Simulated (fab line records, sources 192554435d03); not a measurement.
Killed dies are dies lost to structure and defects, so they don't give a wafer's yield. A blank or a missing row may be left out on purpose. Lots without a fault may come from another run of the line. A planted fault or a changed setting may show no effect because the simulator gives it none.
Which tool did it? | flow n5_finfet | 11 lots, 32 wafers sampled, at 5 steps of a route of 1938

WHAT THE GAUGES READ, wafer by wafer
N5_BEOL_M14_OVL_MEAS_11.
lot  | measured     | on         | V13_OVL (nm)
L744 | day 11 12:32 | overlay-01 | -11 -2 -9
L745 | day 12 07:07 | overlay-02 | 9 7 7
L748 | day 13 03:40 | overlay-01 | 37 40 30
L749 | day 13 04:52 | overlay-01 | 47 53 48
L750 | day 13 07:12 | overlay-02 | 38 36 40
L752 | day 13 19:47 | overlay-01 | 1 -2 -7
L754 | day 14 01:15 | overlay-01 | -10 -2 -2
L759 | day 15 08:49 | overlay-02 | -6 -8 -4
L762 | day 16 02:52 | overlay-02 | -4 -1 2
L763 | day 16 09:08 | overlay-01 | -17 -14 -4
L767 | day 17 11:21 | overlay-02 | -5 -4

WHICH TOOL RAN EACH LOT (tool, then ch and the chambers of the sampled wafers, then the start)
lot  | N5_BEOL_M13_SPUTTER_45       | N5_BEOL_M13_ANNEAL_48            | N5_BEOL_M13_DEP_53              | N5_BEOL_M14_EXPOSE_07
L744 | pvd_sputter-02, day 11 10:39 | rtp_anneal-02 ch 0, day 11 11:19 | pecvd-01 ch 1,2, day 11 11:53   | krf_scanner-01 ch 0, day 11 12:20
L745 | pvd_sputter-02, day 12 05:23 | rtp_anneal-01 ch 0, day 12 05:40 | pecvd-03 ch 0,2, day 12 06:20   | krf_scanner-01 ch 0, day 12 06:55
L748 | pvd_sputter-02, day 13 01:57 | rtp_anneal-02 ch 0, day 13 02:17 | pecvd-01 ch 0,2, day 13 02:53   | krf_scanner-01 ch 0, day 13 03:28
L749 | pvd_sputter-03, day 13 02:52 | rtp_anneal-01 ch 0, day 13 03:17 | pecvd-03 ch 0,1, day 13 04:13   | krf_scanner-01 ch 0, day 13 04:40
L750 | pvd_sputter-02, day 13 05:13 | rtp_anneal-02 ch 0, day 13 05:40 | pecvd-04 ch 0,1,2, day 13 06:34 | krf_scanner-01 ch 0, day 13 07:01
L752 | pvd_sputter-03, day 13 17:59 | rtp_anneal-02 ch 0, day 13 18:19 | pecvd-03 ch 0,1,2, day 13 18:55 | krf_scanner-02 ch 0, day 13 19:35
L754 | pvd_sputter-02, day 13 23:39 | rtp_anneal-02 ch 0, day 13 23:56 | pecvd-04 ch 0,1,2, day 14 00:35 | krf_scanner-02 ch 0, day 14 01:02
L759 | pvd_sputter-03, day 15 07:06 | rtp_anneal-01 ch 0, day 15 07:23 | pecvd-01 ch 1,2, day 15 08:02   | krf_scanner-02 ch 0, day 15 08:37
L762 | pvd_sputter-01, day 16 01:10 | rtp_anneal-02 ch 0, day 16 01:26 | pecvd-04 ch 0,1,2, day 16 02:05 | krf_scanner-02 ch 0, day 16 02:40
L763 | pvd_sputter-01, day 16 07:01 | rtp_anneal-02 ch 0, day 16 07:48 | pecvd-03 ch 0,1,2, day 16 08:28 | krf_scanner-02 ch 0, day 16 08:55
L767 | pvd_sputter-01, day 17 08:53 | rtp_anneal-02 ch 0, day 17 09:56 | pecvd-01 ch 2, day 17 10:33     | krf_scanner-02 ch 0, day 17 11:09
- N5_BEOL_M13_SPUTTER_45: material Cu, target thk 80 nm, time 13.33 s.
- N5_BEOL_M13_ANNEAL_48: time 90 s.
- N5_BEOL_M13_DEP_53: deposits SiCN from 3MS/NH3, target thk 50 nm, time 17.8 s.
- N5_BEOL_M14_EXPOSE_07: exposes mask V13.

WHAT THE TOOLS THEMSELVES READ (means of the sampled wafers that have a number; where no wafer has one, the mark that the record gives instead)
N5_BEOL_M13_SPUTTER_45.
lot  | tool           | chuck_sensor_temp_C (C) | throttle_valve_pct (%)
L744 | pvd_sputter-02 | -16.4                   | 30.1
L745 | pvd_sputter-02 | -15.7                   | 29.9
L748 | pvd_sputter-02 | -16.1                   | 30.6
L749 | pvd_sputter-03 | -16.0                   | 29.9
L750 | pvd_sputter-02 | -16.1                   | 30.0
L752 | pvd_sputter-03 | -16.2                   | 29.3
L754 | pvd_sputter-02 | -16.1                   | 30.2
L759 | pvd_sputter-03 | -16.1                   | 30.3
L762 | pvd_sputter-01 | -15.5                   | 29.5
L763 | pvd_sputter-01 | -15.5                   | 29.4
L767 | pvd_sputter-01 | -15.6                   | 30.4

N5_BEOL_M13_ANNEAL_48.
lot  | tool          | anneal_temp_c_max | wafer_temp_C_max
L744 | rtp_anneal-02 | 226.08            | 225.6
L745 | rtp_anneal-01 | 226.02            | 226.3
L748 | rtp_anneal-02 | 226.25            | 225.2
L749 | rtp_anneal-01 | 226.08            | 226.0
L750 | rtp_anneal-02 | 226.11            | 225.5
L752 | rtp_anneal-02 | 226.10            | 225.6
L754 | rtp_anneal-02 | 225.98            | 225.6
L759 | rtp_anneal-01 | 226.34            | 226.4
L762 | rtp_anneal-02 | 226.06            | 225.5
L763 | rtp_anneal-02 | 225.93            | 225.4
L767 | rtp_anneal-02 | 225.99            | 225.4

N5_BEOL_M13_DEP_53.
lot  | tool     | showerhead_plenum_p_Torr (Torr) | throttle_valve_pct (%)
L744 | pecvd-01 | 4.167                           | 18.1
L745 | pecvd-03 | 4.143                           | 18.2
L748 | pecvd-01 | 4.153                           | 18.4
L749 | pecvd-03 | 4.141                           | 21.0
L750 | pecvd-04 | 4.144                           | 17.8
L752 | pecvd-03 | 4.129                           | 19.1
L754 | pecvd-04 | 4.141                           | 17.9
L759 | pecvd-01 | 4.167                           | 18.4
L762 | pecvd-04 | 4.145                           | 18.0
L763 | pecvd-03 | 4.140                           | 19.1
L767 | pecvd-01 | 4.146                           | 19.2

N5_BEOL_M14_EXPOSE_07.
lot  | tool           | focus_offset_nm (nm)
L744 | krf_scanner-01 | 0.5
L745 | krf_scanner-01 | -0.3
L748 | krf_scanner-01 | 0.3
L749 | krf_scanner-01 | -0.2
L750 | krf_scanner-01 | 0.0
L752 | krf_scanner-02 | 0.3
L754 | krf_scanner-02 | -0.6
L759 | krf_scanner-02 | -0.2
L762 | krf_scanner-02 | 0.8
L763 | krf_scanner-02 | 0.8
L767 | krf_scanner-02 | 0.3

THE ANSWER, worked out from the rows above alone
Rule: what is usual is taken from the lots themselves. Put in order of their means at a reading, lots are off if they are a third of the lots or fewer, leave a main group of 4 or more, and stand apart from it by a gap of 3 or more times the standard deviation of the main group's means; of several such gaps the widest counts. A main group whose means are all the same, to the digits that the tables above print for the reading, isn't used. A lot without any number at a reading at which 4 lots or more have one is off too. The other lots that the step has rows for count as sound. The gauges are gone through in route order, then the tools' own readings, and for those a lot's mean is taken as printed above. The first step at which some lot is off is used, and at that step the reading that is off furthest; a lot without a number counts as furthest.
Off: L748, L749, L750, at N5_BEOL_M14_OVL_MEAS_11 (V13_OVL). The main group: mean -4 nm, standard deviation 5.3.
A tool fits if, at a process step before that reading, it ran every lot that is off, and no sound lot after the first of them. The gauges at N5_BEOL_M14_OVL_MEAS_11 are tried like those tools. One fits: krf_scanner-01 at N5_BEOL_M14_EXPOSE_07. Its last sound lot is L745 (day 12 06:55), its first lot that is off L748 (day 13 03:28): a fault that began between those two fits.

WHAT THE SIMULATOR HAD PUT IN
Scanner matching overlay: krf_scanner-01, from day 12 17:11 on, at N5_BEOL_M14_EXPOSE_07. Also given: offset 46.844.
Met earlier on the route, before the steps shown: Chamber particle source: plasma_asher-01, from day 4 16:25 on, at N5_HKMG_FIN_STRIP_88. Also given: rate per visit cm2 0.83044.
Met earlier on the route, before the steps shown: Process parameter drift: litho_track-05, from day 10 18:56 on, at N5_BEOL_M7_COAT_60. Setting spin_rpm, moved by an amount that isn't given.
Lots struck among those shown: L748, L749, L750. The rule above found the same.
